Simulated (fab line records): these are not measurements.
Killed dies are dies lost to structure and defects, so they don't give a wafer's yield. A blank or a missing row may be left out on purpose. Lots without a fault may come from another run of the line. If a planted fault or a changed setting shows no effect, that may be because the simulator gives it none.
Split-lot trial / flow n5 finfet / route with 1938 steps; 7 lots, 21 wafers read

## ABOUT THE SPLIT
At N5_BEOL_M9_PECVD_70 (deposits SiO2 from TEOS/O2, target thk 20 nm, time 22.7 s), the setting time s was moved away from the recipe's 22.7 s on 5 of the 21 wafers read, by -14.6% to +11.3%. This setting was run at the recipe's value on the other wafers.

The split's own step is where the reading is taken.

## THE READING
SiO2_of_BEOL_M9_PECVD_70.thk nm (the simulator's own value, which no gauge read), in nm, at N5_BEOL_M9_PECVD_70 (deposits SiO2 from TEOS/O2, target thk 20 nm, time 22.7 s). No usual value for it is given in the file. Here, 16 wafers ran the recipe; their average is 20.0 nm with a standard deviation of 0.19 nm.

wafer=L074.1; tool, chamber at the split=pecvd-03, 0; time s as run, s=22.7; against the recipe=recipe; SiO2_of_BEOL_M9_PECVD_70.thk nm, nm=20; against lot-mates on the recipe=-
wafer=L074.4; tool, chamber at the split=pecvd-03, 1; time s as run, s=19.38; against the recipe=-14.6%; SiO2_of_BEOL_M9_PECVD_70.thk nm, nm=17.2; against lot-mates on the recipe=-2.8
wafer=L074.5; tool, chamber at the split=pecvd-03, 2; time s as run, s=19.38; against the recipe=-14.6%; SiO2_of_BEOL_M9_PECVD_70.thk nm, nm=17; against lot-mates on the recipe=-3.0
wafer=L084.1; tool, chamber at the split=pecvd-04, 2,1; time s as run, s=22.7; against the recipe=recipe; SiO2_of_BEOL_M9_PECVD_70.thk nm, nm=20; against lot-mates on the recipe=-
wafer=L084.2; tool, chamber at the split=pecvd-04, 2,1; time s as run, s=22.7; against the recipe=recipe; SiO2_of_BEOL_M9_PECVD_70.thk nm, nm=20; against lot-mates on the recipe=-
wafer=L084.5; tool, chamber at the split=pecvd-04, 0; time s as run, s=20.36; against the recipe=-10.3%; SiO2_of_BEOL_M9_PECVD_70.thk nm, nm=18.2; against lot-mates on the recipe=-1.8
wafer=L087.3; tool, chamber at the split=pecvd-02, 2; time s as run, s=22.7; against the recipe=recipe; SiO2_of_BEOL_M9_PECVD_70.thk nm, nm=19.8; against lot-mates on the recipe=-
wafer=L087.5; tool, chamber at the split=pecvd-02, 1,2; time s as run, s=22.7; against the recipe=recipe; SiO2_of_BEOL_M9_PECVD_70.thk nm, nm=20.2; against lot-mates on the recipe=-
wafer=L087.6; tool, chamber at the split=pecvd-02, 1,2; time s as run, s=22.7; against the recipe=recipe; SiO2_of_BEOL_M9_PECVD_70.thk nm, nm=20.2; against lot-mates on the recipe=-
wafer=L089.2; tool, chamber at the split=pecvd-04, 0; time s as run, s=22.7; against the recipe=recipe; SiO2_of_BEOL_M9_PECVD_70.thk nm, nm=19.6; against lot-mates on the recipe=-
wafer=L089.4; tool, chamber at the split=pecvd-04, 1; time s as run, s=22.7; against the recipe=recipe; SiO2_of_BEOL_M9_PECVD_70.thk nm, nm=20.2; against lot-mates on the recipe=-
wafer=L089.6; tool, chamber at the split=pecvd-04, 2; time s as run, s=22.7; against the recipe=recipe; SiO2_of_BEOL_M9_PECVD_70.thk nm, nm=20; against lot-mates on the recipe=-
wafer=L086.2; tool, chamber at the split=pecvd-02, 2; time s as run, s=25.27; against the recipe=+11.3%; SiO2_of_BEOL_M9_PECVD_70.thk nm, nm=22; against lot-mates on the recipe=+2.0
wafer=L086.5; tool, chamber at the split=pecvd-02, 2; time s as run, s=22.7; against the recipe=recipe; SiO2_of_BEOL_M9_PECVD_70.thk nm, nm=20; against lot-mates on the recipe=-
wafer=L086.6; tool, chamber at the split=pecvd-02, 0; time s as run, s=25.27; against the recipe=+11.3%; SiO2_of_BEOL_M9_PECVD_70.thk nm, nm=22.4; against lot-mates on the recipe=+2.4
wafer=L093.1; tool, chamber at the split=pecvd-03, 0,1; time s as run, s=22.7; against the recipe=recipe; SiO2_of_BEOL_M9_PECVD_70.thk nm, nm=20.2; against lot-mates on the recipe=-
wafer=L093.2; tool, chamber at the split=pecvd-03, 0,1; time s as run, s=22.7; against the recipe=recipe; SiO2_of_BEOL_M9_PECVD_70.thk nm, nm=20.2; against lot-mates on the recipe=-
wafer=L093.4; tool, chamber at the split=pecvd-03, 1; time s as run, s=22.7; against the recipe=recipe; SiO2_of_BEOL_M9_PECVD_70.thk nm, nm=20.4; against lot-mates on the recipe=-
wafer=L094.3; tool, chamber at the split=pecvd-04, 0; time s as run, s=22.7; against the recipe=recipe; SiO2_of_BEOL_M9_PECVD_70.thk nm, nm=19.8; against lot-mates on the recipe=-
wafer=L094.4; tool, chamber at the split=pecvd-04, 2,0; time s as run, s=22.7; against the recipe=recipe; SiO2_of_BEOL_M9_PECVD_70.thk nm, nm=20; against lot-mates on the recipe=-
wafer=L094.5; tool, chamber at the split=pecvd-04, 2,0; time s as run, s=22.7; against the recipe=recipe; SiO2_of_BEOL_M9_PECVD_70.thk nm, nm=20; against lot-mates on the recipe=-
When a row names more than one chamber, that row covers several wafers, and the file does not tell which wafer ran in which chamber.

THE FIT
A straight line over all 21 wafers: SiO2_of_BEOL_M9_PECVD_70.thk nm changes by +0.195 nm for each +1% of time s; r = +0.99; the points scatter about the line by 0.2 nm.
The same after taking each lot's own level away (the mean of its wafers on the recipe; 21 wafers): +0.194 nm for each +1%; r = +0.99; scatter 0.16 nm.
That fit puts the effect of the largest move of time s on the reading at 2.8 nm.
Measured against the standard deviation above, the lots' own levels, which go from 19.93 to 20.27 nm, span 1.8 times it.
Hence the lot-to-lot level has little effect on the slope; both slopes agree.
Check: -2.85 nm against its lot-mates is what the line predicts for one of the wafers moved furthest among these (-14.6%) when that wafer is left out of the fit. It came out at -2.8 nm against them.

## ADDITIONAL SPLITS CARRIED BY THESE WAFERS
Other splits were also applied to these wafers ahead of the reading. Each is held against what the fit with the lots' levels taken away leaves over:
other split on the same wafers=N5_BEOL_M6_TRENCH_ETCH_37 bias w; wafers away from the commonest value=8; r with SiO2_of_BEOL_M9_PECVD_70.thk nm (lot level and that fit taken away)=+0.25
other split on the same wafers=N5_BEOL_M7_ETCH_61 source w; wafers away from the commonest value=6; r with SiO2_of_BEOL_M9_PECVD_70.thk nm (lot level and that fit taken away)=+0.36
other split on the same wafers=N5_BEOL_M8_PECVD_70 temp c; wafers away from the commonest value=7; r with SiO2_of_BEOL_M9_PECVD_70.thk nm (lot level and that fit taken away)=+0.07

## THE FILE'S OWN FIT
SiO2_of_BEOL_M9_PECVD_70.thk nm changes by +0.192 nm for each +1% of time s, r = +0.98.
